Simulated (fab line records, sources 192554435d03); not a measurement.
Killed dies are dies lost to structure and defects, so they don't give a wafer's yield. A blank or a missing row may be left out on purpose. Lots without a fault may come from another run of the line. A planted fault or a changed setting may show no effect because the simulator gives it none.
fab line records | flow n5_finfet
record lots=5 wafers=15 last_day=17
route steps=1938 shown MOL_CONTACT_COAG@545 PASSIVATION@1936
lots that met no fault: from a run of the same line without faults
start_h: hours from the record's first day to the start of the lot's first wafer shown | wait_h: hours since the lot's step before | " the same as in the row above | L1.1+2: a row that stands for several wafers | - no value, or no start given | * or withheld: withheld | < > ~ a bound
route shown NAME@n: a module of which the file shows steps, and the number in the route of the first | usual: mean/standard deviation of fault-free wafers | same: alike in all rows | chamber/n: place in a boat | sites: the reading at each site | _std_site: their standard deviation | _edge_site: outer sites' mean less inner sites' | radius_mm: how far each site lies from the wafer's centre | mask NAME#n: copy n | behind: the tool/chamber that last shaped the wafer | hold: why the lot was held/for how many hours/how that ended | device: the transistor (n, p or np) that didn't switch | end of line: the same wafers' tests at the end of the route | a step without rows: its recipe alone | killed: dies lost to structure and defects at the first sort, not the wafer's yield | map: a wafer's dies, x killed, . not, _ none there
set.NAME: the setting as run; set.NAME@STEP: as run at that earlier step | model.NAME: the simulator's own value behind a step, which no gauge read
lots at some steps of the route; a table a step, a row a wafer
services: from which hour (start_h, from the record's first day; less than 0 if before it) a tool's chamber was out of use, for how many hours, and why
## steps
# step N5_MOL_CONTACT_COAG_SIL_ANNEAL_21
# recipe temp_c=550 time_s=60 ambient=N2
# step N5_MOL_CONTACT_COAG_PRE_CLEAN_141
# recipe gas=H2/He time_s=60 temp_c=300
# step N5_MOL_CONTACT_COAG_SPUTTER_143
# recipe material=Co target_thk_a=25 temp_c=25 chamber_pressure_pa=0.2
# usual susceptor_temp_C=25.00/0.1 throttle_valve_pct=30.1/1.4
# columns lot.wafer tool chamber start_h wait_h susceptor_temp_C throttle_valve_pct
L510.2 pvd_sputter-03 - 106.98 0.0 25.01 31.6
L510.3 " - " " 24.96 31.0
L510.5 " - " " 25.03 31.2
L511.1 pvd_sputter-01 - 114.35 0.0 25.06 29.0
L511.5 " - " " 25.07 27.3
L511.6 " - " " 25.15 28.8
L516.1 pvd_sputter-03 - 141.52 0.0 25.01 31.0
L516.4 " - " " 24.92 31.6
L516.5 " - " " 24.98 31.1
L528.4 pvd_sputter-02 - 212.82 0.0 25.14 30.5
L528.5 " - " " 25.16 30.9
L528.6 " - " " 24.86 31.1
L529.1 pvd_sputter-03 - 224.55 0.0 24.81 31.4
L529.2 " - " " 25.00 31.2
L529.4 " - " " 24.91 31.3
# step N5_MOL_CONTACT_COAG_CO_FILL_22
# recipe material=Co target_thk_a=200 temp_c=200 precursor=CCTBA/H2 pressure_torr=30
# step N5_MOL_CONTACT_COAG_ANNEAL_113
# recipe temp_c=400 time_s=300 ambient=H2/N2
# usual lamp_power_pct=2.83/0.097 lamp_zone_7_pct=2.98/0.1 wafer_temp_C_max=401.9/0.44
# same lamp_zone_1_pct=2.91
# columns lot.wafer tool chamber start_h wait_h lamp_power_pct lamp_zone_7_pct wafer_temp_C_max
L510.2 rtp_anneal-02 0 107.88 0.5 2.91 3.06 401.0
L510.3 " 0 " " 2.91 3.06 402.5
L510.5 " 0 " " 2.91 3.05 401.7
L511.1 rtp_anneal-02 0 115.38 0.6 2.91 3.06 401.5
L511.5 " 0 " " 2.91 3.06 401.9
L511.6 " 0 " " 2.90 3.06 402.2
L516.1 rtp_anneal-02 0 142.26 0.3 2.91 3.05 401.8
L516.4 " 0 " " 2.91 3.06 401.9
L516.5 " 0 " " 2.91 3.06 403.2
L528.4 rtp_anneal-02 0 214.02 0.5 2.91 3.06 402.1
L528.5 " 0 " " 2.91 3.06 401.9
L528.6 " 0 " " 2.91 3.06 401.3
L529.1 rtp_anneal-02 0 225.31 0.3 2.91 3.06 401.8
L529.2 " 0 " " 2.91 3.06 402.3
L529.4 " 0 " " 2.91 3.05 402.0
# step N5_MOL_CONTACT_COAG_PRE_CLEAN_142
# recipe gas=H2/He time_s=60 temp_c=300
# step N5_MOL_CONTACT_COAG_SPUTTER_130
# recipe material=Co target_thk_a=475 temp_c=25 chamber_pressure_pa=0.5 power_w=3000
# usual susceptor_temp_C=25.01/0.1 throttle_valve_pct=30.1/1.3
# columns lot.wafer tool chamber start_h wait_h susceptor_temp_C throttle_valve_pct
L510.2 pvd_sputter-03 - 109.16 0.0 25.01 31.7
L510.3 " - " " 25.08 31.4
L510.5 " - " " 24.81 30.9
L511.1 pvd_sputter-01 - 117.92 0.0 25.07 27.3
L511.5 " - " " 24.97 29.2
L511.6 " - " " 25.25 30.4
L516.1 pvd_sputter-02 - 144.22 0.0 25.13 29.3
L516.4 " - " " 25.20 30.7
L516.5 " - " " 24.99 30.5
L528.4 pvd_sputter-03 - 215.40 0.0 24.90 31.2
L528.5 " - " " 25.04 31.6
L528.6 " - " " 25.02 31.3
L529.1 pvd_sputter-01 - 226.40 0.0 25.23 29.2
L529.2 " - " " 25.00 28.5
L529.4 " - " " 25.04 30.5
# step N5_MOL_CONTACT_COAG_PRECLEAN_125
# recipe chemistry=DIW time_s=57.5 temp_c=23
# step N5_MOL_CONTACT_COAG_SRD_126
# recipe dry_time_s=32 dry=n2_spin spin_rpm=1500
# step N5_MOL_CONTACT_COAG_CMP_23
# recipe stop_on=SiO2 t_overpolish_s=1.5 post_cmp_clean=cu_alkaline down_force_psi=2 platen_rpm=50.289 pad_velocity_m_s=1.0006 target_thk_nm=0
# usual motor_current_A=8.1/0.81 overpolish_run_s=1.499/0.0096 time_to_endpoint_s=9.1/2.8
# columns lot.wafer tool chamber start_h wait_h motor_current_A overpolish_run_s time_to_endpoint_s
L510.3 cmp-02 2 109.38 0.1 6.3 1.488 8.1
L510.2 " 3 " " 8.2 1.499 10.8
L510.5 " 1 " " 9.1 1.506 12.0
L511.1 cmp-04 1 118.23 0.1 7.6 1.491 8.1
L511.5 " 2 " " 7.8 1.481 9.9
L511.6 " 3 " " 7.6 1.516 3.7
L516.1 cmp-03 3 144.48 0.1 8.0 1.510 8.7
L516.4 " 0 " " 8.2 1.503 8.9
L516.5 " 1 " " 8.3 1.494 9.1
L528.4 cmp-04 1 215.58 0.0 7.9 1.510 9.3
L528.5 " 1 " " 7.6 1.500 8.7
L528.6 " 2 " " 7.8 1.494 8.3
L529.4 cmp-04 2 226.58 0.0 7.8 1.506 8.4
L529.1 " 3 " " 8.0 1.514 3.5
L529.2 " 1 " " 7.4 1.503 9.1
# step N5_MOL_CONTACT_COAG_WET_ETCH_26
# recipe target=Co target_depth_nm=13
# columns lot.wafer tool chamber start_h wait_h
L510.2+3+5 wet_bench-06 5,6,2 109.69 0.0
L511.1+5+6 wet_bench-04 1,4,5 118.47 0.0
L516.1+4+5 wet_bench-06 1,4,7 144.75 0.0
L528.4+5+6 wet_bench-04 7,0,5 215.93 0.0
L529.1+2+4 wet_bench-04 1,6,5 226.93 0.0
# step N5_MOL_CONTACT_COAG_WET_ETCH_116
# recipe chemistry=SC1-inhibited target_depth_nm=4.6 dry=ipa_marangoni rinse_time_s=30 rinse_temp_c=23
# step N5_MOL_CONTACT_COAG_ALD_27
# recipe material=SiOC target_thk_a=170 temp_c=400 ald_precursor_family=carbosiloxane ald_co_reactant=H2-plasma pulse_time_s=1.5 time_s=2720 purge_time_s=2 co_reactant_purge_time_s=2 ald_cycles=340 pressure_torr=2
# step N5_MOL_CONTACT_COAG_CMP_28
# recipe stop_on=SiNx t_overpolish_s=0.85 post_cmp_clean=alkaline_brush down_force_psi=4.15 platen_rpm=51.8 pad_velocity_m_s=1.0307 target_thk_nm=14.522
# step N5_MOL_CONTACT_COAG_THK_MEAS_29
# recipe reads=SiNx_of_GATE_CUT_PECVD_57+SiNx_of_GATE_CUT_SAC_CAP_01
# usual MD_CAP_THK=17.94/0.11
# columns lot.wafer tool chamber start_h wait_h MD_CAP_THK[nm]
L510.2 film_metro-01 - 112.20 - 18.01
L510.3 " - " " 17.92
L510.5 " - " " 18.07
L511.1 film_metro-01 - 120.84 - 18.01
L511.5 " - " " 17.85
L511.6 " - " " 17.93
L516.1 film_metro-01 - 147.08 - 17.92
L516.4 " - " " 17.83
L516.5 " - " " 17.87
L528.4 film_metro-01 - 218.27 - 17.93
L528.5 " - " " 17.84
L528.6 " - " " 17.92
L529.1 film_metro-02 - 229.27 - 17.97
L529.2 " - " " 18.02
L529.4 " - " " 17.92
# step N5_MOL_CONTACT_COAG_ALD_123
# recipe material=SiNx target_thk_a=50 temp_c=400 ald_precursor_family=SiH2I2 ald_co_reactant=N2/H2-plasma pulse_time_s=1 purge_time_s=2 co_reactant_purge_time_s=2 ald_cycles=100 pressure_torr=2
# step N5_MOL_CONTACT_COAG_PECVD_31
# recipe material=SiO2 target_thk_a=460 temp_c=400 precursor=TEOS/O2 pressure_torr=6.5 rf_w=withheld teos_flow_sccm=withheld gas=O2 flow_sccm=2650 time_s=8.9
# step N5_MOL_CONTACT_COAG_COAT_75
# recipe resist=SOC temp_c=250 time_s=60 spin_rpm=1500 resist_thk_nm=60
# step N5_MOL_CONTACT_COAG_COAT_76
# recipe resist=SiARC temp_c=220 time_s=60 spin_rpm=1500 resist_thk_nm=10
# step N5_MOL_CONTACT_COAG_COAT_77
# recipe resist=underlayer temp_c=205 time_s=60 spin_rpm=1500 resist_thk_nm=10
# step N5_MOL_CONTACT_COAG_COAT_78
# recipe resist=CAR-EUV spin_rpm=1500 resist_thk_nm=40
# step N5_MOL_CONTACT_COAG_EBR_80
# recipe solvent=PGMEA ebr_width_mm=1.5
# step N5_MOL_CONTACT_COAG_SOFTBAKE_79
# recipe temp_c=110 time_s=60 resist=CAR-EUV
# step N5_MOL_CONTACT_COAG_EXPOSE_81
# recipe mask_id=VG na=0.33 source_shape=annular sigma_inner=0.3 sigma_outer=0.7 polarization=unpolarized defocus_nm=0 dose_mj=59.5
# step N5_MOL_CONTACT_COAG_PEB_82
# recipe peb_temp_c=100 peb_time_s=60 resist=CAR-EUV
# step N5_MOL_CONTACT_COAG_DEVELOP_83
# recipe develop_time_s=30 developer=TMAH resist=CAR-EUV rinse_liquid=surfactant_rinse dry=air_spin dev_temp_c=23
# step N5_MOL_CONTACT_COAG_CD_MEAS_84
# recipe target_cd_nm=25.1 landing_energy_ev=500 detector=se_inlens polarity=opening
# usual cd_nm=24.97/0.24
# columns lot.wafer tool chamber start_h wait_h cd_nm
L510.2 cd_sem-03 0 113.09 - 25.09
L510.3 " 0 " " 25.29
L510.5 " 0 " " 25.02
L511.1 cd_sem-01 0 121.95 - 25.11
L511.5 " 0 " " 24.66
L511.6 " 0 " " 25.14
L516.1 cd_sem-01 0 148.65 - 25.34
L516.4 " 0 " " 25.37
L516.5 " 0 " " 25.21
L528.4 cd_sem-02 0 219.16 - 24.91
L528.5 " 0 " " 24.83
L528.6 " 0 " " 25.13
L529.1 cd_sem-03 0 231.80 - 24.86
L529.2 " 0 " " 24.63
L529.4 " 0 " " 25.18
# step N5_MOL_CONTACT_COAG_OVL_MEAS_85
# recipe points_per_wafer=522
# usual VG_OVL=-0.3/0.65
# same points_per_wafer=522
# columns lot.wafer tool chamber start_h wait_h VG_OVL[nm]
L510.2 overlay-01 0 113.12 0.0 -0.3
L510.3 " 0 " " -0.4
L510.5 " 0 " " -0.6
L511.1 overlay-01 0 121.98 0.0 -1.2
L511.5 " 0 " " -1.5
L511.6 " 0 " " -1.5
L516.1 overlay-01 0 148.68 0.0 0.1
L516.4 " 0 " " -0.3
L516.5 " 0 " " -0.4
L528.4 overlay-02 0 219.21 0.0 -0.3
L528.5 " 0 " " -1.2
L528.6 " 0 " " -1.0
L529.1 overlay-02 0 231.83 0.0 -0.1
L529.2 " 0 " " -0.9
L529.4 " 0 " " -0.9
# step N5_MOL_CONTACT_COAG_DESCUM_88
# recipe chemistry=O2 time_s=7 source_power_w=50 bias_power_w=20 pressure_mtorr=20 rf_frequency_hz=2.712e+07 temp_c=40 resist=CAR-EUV o2_flow_sccm=225
# usual drypump_motor_current_A=5.8/0.41 o2_flow_sccm=225.0/0.72 oes_product_au=0.77/0.11 rf_vpp_V=243.1/1.5 showerhead_plenum_p_Torr=2.09/0.082 throttle_valve_pct=20.34/0.21
# columns lot.wafer tool chamber start_h wait_h drypump_motor_current_A o2_flow_sccm oes_product_au rf_hours_counter_h rf_vpp_V showerhead_plenum_p_Torr throttle_valve_pct
L510.2 rie_diel-02 2 113.25 0.1 5.6 224.4 0.71 213 242.8 2.06 20.50
L510.3 " 1 " " 5.9 225.7 0.68 245 245.7 2.18 20.71
L510.5 " 3 " " 6.6 224.8 0.71 - 243.1 2.08 20.20
L511.1 rie_diel-04 1 122.08 0.0 5.5 224.3 0.70 200 243.5 2.18 20.26
L511.5 " 0 " " 5.6 224.4 0.93 - 246.9 2.24 20.42
L511.6 " 1 " " 5.5 224.2 0.70 - 245.0 2.18 20.30
L516.1 rie_diel-02 3 148.98 0.2 6.6 226.1 0.70 200 242.3 2.08 20.22
L516.4 " 0 " " 6.2 226.1 0.69 - 242.7 2.01 20.37
L516.5 " 2 " " 5.6 225.1 0.70 - 242.0 2.05 20.52
L528.4 rie_diel-05 1 219.28 0.0 6.2 224.1 0.74 173 246.1 2.16 20.49
L528.5 " 0 " " 5.1 223.9 0.92 - 244.6 2.14 19.86
L528.6 " 1 " " 6.2 224.7 0.75 - 243.5 2.16 20.48
L529.1 rie_diel-02 2 232.04 0.1 5.6 225.3 0.97 1 242.8 2.04 20.13
L529.2 " 0 " " 6.1 224.5 0.66 234 240.9 2.00 20.44
L529.4 " 1 " " 5.9 226.1 0.90 - 243.9 2.17 20.32
# step N5_MOL_CONTACT_COAG_ETCH_89
# recipe chemistry=N2/H2 target=underlayer target_depth_a=130 mask_material=CAR-EUV time_s=10.4 ion_energy_ev=200 pressure_mtorr=30 source_w=840 bias_w=150 n2_flow_sccm=200 h2_flow_sccm=200 ends=cleared
# step N5_MOL_CONTACT_COAG_ETCH_90
# recipe chemistry=CF4 target=SiARC target_depth_a=130 mask_material=CAR-EUV time_s=21.7 ion_energy_ev=80 pressure_mtorr=40 source_w=545 bias_w=36 Ar_flow_sccm=100 cf4_flow_sccm=100 ends=cleared
# step N5_MOL_CONTACT_COAG_ALD_131
# recipe material=SiO2 target_thk_a=50 temp_c=100 ald_precursor_family=BDEAS ald_co_reactant=O2-plasma pulse_time_s=1 co_reactant_pulse_time_s=1 purge_time_s=2 co_reactant_purge_time_s=2 ald_cycles=35 pressure_torr=2
# step N5_MOL_CONTACT_COAG_ETCHBACK_132
# recipe chemistry=CHF3 target=SiO2 target_depth_a=100 time_s=6.7 ion_energy_ev=200 pressure_mtorr=30 source_w=610 bias_w=170 Ar_flow_sccm=200 CHF3_flow_sccm=50
# step N5_MOL_CONTACT_COAG_ETCH_91
# recipe chemistry=N2/H2 target=SOC target_depth_a=600 overetch_a=210 mask_material=SiARC temp_c=40 time_s=101.2 ion_energy_ev=200 pressure_mtorr=30 source_w=840 bias_w=150 n2_flow_sccm=200 h2_flow_sccm=200
# step N5_MOL_CONTACT_COAG_STRIP_92
# recipe chemistry=N2/H2 temp_c=40 n2_flow_sccm=200 h2_flow_sccm=200 rf_frequency_hz=6e+07
# step N5_MOL_CONTACT_COAG_STRIP_93
# recipe chemistry=N2/H2 temp_c=40 n2_flow_sccm=200 h2_flow_sccm=200 rf_frequency_hz=6e+07
# step N5_MOL_CONTACT_COAG_ETCHBACK_135
# recipe chemistry=CHF3 target=SiO2 target_depth_a=250 time_s=16.7 ion_energy_ev=200 pressure_mtorr=30 source_w=610 bias_w=170 Ar_flow_sccm=200 CHF3_flow_sccm=50
# step N5_MOL_CONTACT_COAG_STRIP_118
# recipe chemistry=CHF3 resist=SiARC rf_frequency_hz=6e+07
# step N5_MOL_CONTACT_COAG_VIA_ETCH_46
# recipe chemistry=C4F6/O2 target_depth_a=460 overetch_a=92 mask_material=SOC target=SiO2 bias_w=455 pressure_mtorr=10 time_s=40 source_w=325 Ar_flow_sccm=300 C4F6_flow_sccm=10 O2_flow_sccm=10 ion_energy_ev=575.3 ends=end_point
# step N5_PASSIVATION_PROBE_49
# usual killed_at_M0_to_M3=34/11 killed_at_M4_up=13/5.2 killed_at_contacts=13/6.3 killed_at_front_end=40/14 killed_at_other=3.2/2.4 killed_dies=104/19 killed_open=69/14 killed_short=32/7.5
# same gross_dies=1180 killed_at_back_side=0
# columns lot.wafer tool chamber start_h wait_h killed_at_M0_to_M3 killed_at_M4_up killed_at_contacts killed_at_front_end killed_at_other killed_dies killed_open killed_short
L510.2 prober-02 - 264.20 0.1 27 17 22 46 7 119 80 35
L510.3 prober-02 - 264.25 0.1 21 11 6 40 3 81 54 23
L510.5 prober-02 - 264.35 0.2 17 10 11 19 1 58 40 17
L516.1 prober-02 - 315.59 0.0 38 4 111 34 3 190 61 22
L516.4 prober-02 - 315.74 0.2 44 18 79 34 9 184 71 43
L516.5 prober-02 - 315.79 0.2 23 8 90 39 3 163 60 27
# killed by level:class
L510.2 MOL_CONTACT_COAG:geometric_particle:open=15 FIN_SAQP:geometric_particle:open=14 STI_FIN_REVEAL:geometric_particle:open=11 BEOL_M2:geometric_particle:open=8 BEOL_M4:geometric_particle:open=7 MOL_CONTACT_COAG:geometric_particle:short=6 FIN_SAQP:geometric_particle:short=5 DUMMY_GATE:geometric_particle:open=5
L510.3 FIN_SAQP:geometric_particle:open=11 FIN_SAQP:geometric_particle:short=7 STI_FIN_REVEAL:geometric_particle:open=7 MOL_CONTACT_COAG:geometric_particle:open=6 BEOL_M0_SAQP:geometric_particle:open=6 BEOL_M0:geometric_particle:open=6 BEOL_M0_SAQP:geometric_particle:short=4 STARTING-WAFER:geometric_particle:short=4
L510.5 MOL_CONTACT_COAG:geometric_particle:open=8 BEOL_M0_SAQP:geometric_particle:open=5 BEOL_M3:geometric_particle:open=4 STI_FIN_REVEAL:geometric_particle:open=3 GATE_CUT:geometric_particle:open=3 BEOL_M5:geometric_particle:open=3 BEOL_M2:geometric_particle:short=3 FIN_SAQP:geometric_particle:open=2
L516.1 MOL_CONTACT_COAG:unspecified=105 BEOL_M2:geometric_particle:open=16 FIN_SAQP:geometric_particle:open=12 BEOL_M3:geometric_particle:open=9 FIN_SAQP:geometric_particle:short=6 MOL_CONTACT_COAG:geometric_particle:open=5 BEOL_M0_SAQP:geometric_particle:short=4 BEOL_M1:geometric_particle:open=4
L516.4 MOL_CONTACT_COAG:unspecified=69 BEOL_M4:geometric_particle:open=12 BEOL_M2:geometric_particle:open=9 MOL_CONTACT_COAG:geometric_particle:open=9 BEOL_M0_SAQP:geometric_particle:short=9 FIN_SAQP:geometric_particle:short=8 STI_FIN_REVEAL:geometric_particle:open=7 BEOL_M0:geometric_particle:open=6
L516.5 MOL_CONTACT_COAG:unspecified=75 MOL_CONTACT_COAG:geometric_particle:open=12 DUMMY_GATE:geometric_particle:open=8 BEOL_M2:geometric_particle:open=6 FIN_SAQP:geometric_particle:open=5 ILD0:geometric_particle:open=5 STARTING-WAFER:geometric_particle:short=4 STI_FIN_REVEAL:geometric_particle:open=3
# map L516.1 (x killed, . not)
_________________.......x....________________
______________...x.............._____________
___________....x.......x..........x__________
__________............x......x....x._________
________...................x...x.x...._______
_______......x...x........x..........xx______
______x.........x.....x................._____
_____.............x......x...............____
____x.x.................x..x..............___
___.......x......x.....................x...__
___...x......x.x....x..x.....x.....x.......__
__........x............x....x.x.xxx.x......._
__..x....................x.....xxxx........._
_..........x...............xx..xxxxx....x..x.
_........x............x...x.xxxxxxxx.x.......
_.......x.......x..........xxxxxxxx.xx.x....x
_.....x.......x........x.x..xxxxxxxxxxxx.....
_......................x.x.xxxxxxxxxxx.......
_........x.................xxxxxxxxxxx.x..xx.
_.....................x....xxxxxxxxxx.x....x.
_.......x......x...........xxxxxxxxx.x.......
__.....................x..xx..xxxxx........._
__..........................xxx...x.......x._
___..x.......xx.....x......................__
___................x................x....x.__
____......................................___
_____..........x.....x.....x.............____
______..............x.............x.x..x_____
_______................................______
________...x..............x..........._______
__________.xx..........x............_________
___________.....x..............x...__________
______________.........x...x...._____________
_________________............________________
# map L510.2 (x killed, . not)
_________________............________________
______________...........x......_____________
___________................x......x__________
__________.............xx....x...x.._________
________.x.xx........................._______
_______..............xx..........x.....______
______.....xx...x.......x...x......x...._____
_____x................x....x.............____
____x........xx.x...........x.............___
___............................x.....x.....__
___.x.....x.............................x..__
__............x.......x....................._
__........x.....x......xx.........x......x.._
_................x...........................
_....x...........x...........................
_....xx............x............x..x.....x...
_..........x...............x....x............
_..x.x.x...x......x.....xx.....x.............
_.....x...x..x.....x...........x..x..........
_..............x..xx...........x.............
_................x......x..............x..x..
__.....................x.......x............_
__..x.........x............xx...........x..._
___x.................x...x.................__
___....x...x................x......xxx.....__
____.....................x................___
_____..x..x...x.........x....x...........____
______...x.x.....x.....xx..............._____
_______...x......x...x.................______
________.....x......x......x........x._______
__________.............x.....x...x.._________
___________......x..xx.......x.....__________
______________.........x........_____________
_________________.x..x....x..________________
## services
# columns tool chamber start_h hours kind
rie_diel-04 1 84.16 5.7 repair
cmp-02 - 86.03 4.8 pm
pvd_sputter-02 - 94.27 4.3 repair
cmp-02 - 98.95 0.2 repair
cmp-03 - 120.98 2.5 repair
cmp-02 - 130.90 4.0 pm
rie_diel-02 1 136.01 - clean
rie_diel-02 1 136.01 - consumable_replace:focus_ring
rie_diel-02 1 136.01 16.5 scheduled_down
rie_diel-05 - 138.50 4.3 pm
rie_diel-04 3 143.18 13.8 repair
rie_diel-05 - 164.14 0.3 repair
rie_diel-05 - 171.64 2.2 repair
cmp-02 - 171.99 2.0 repair
rie_diel-02 3 173.21 5.4 repair
rie_diel-04 1 175.48 62.1 repair
cmp-04 - 189.72 1.3 repair
cmp-03 - 192.55 7.1 pm
rie_diel-05 3 201.47 13.7 repair
cmp-04 - 206.44 1.8 repair
cmp-03 - 209.25 4.0 pm
rie_diel-05 2 219.41 2.6 repair
cmp-03 - 230.23 0.5 repair
rie_diel-02 3 230.91 5.1 repair
## key
first_sign step=N5_PASSIVATION_PROBE_49 reading=killed_at_contacts direction=up sigmas=13 usual=13 struck=93
effect step=N5_PASSIVATION_PROBE_49 reading=killed_dies direction=up sigmas=4 usual=104 struck=179
more_kills_born_at N5_MOL_CONTACT_COAG_WET_ETCH_26@wet_bench-06=249
met_at N5_MOL_CONTACT_COAG_WET_ETCH_26
struck_wafers L516.1,L516.4,L516.5
tester_left_out L516
onset_between 109.69 144.75
also_fits N5_MOL_CONTACT_COAG_SPUTTER_130:pvd_sputter-02,N5_MOL_CONTACT_COAG_CMP_23:cmp-03
fault kind=chamber_particle_source tool=wet_bench-06 chamber=- onset_h=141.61 steps=N5_MOL_CONTACT_COAG_WET_ETCH_26 rate_per_visit_cm2=0.409
# tester_left_out: of these lots the tester's yield and bins aren't shown, on N5 and GAA mostly nor the transistor test; their killed dies are dies lost to structure and defects alone, not to doping, threshold or leakage, so they don't give the yield
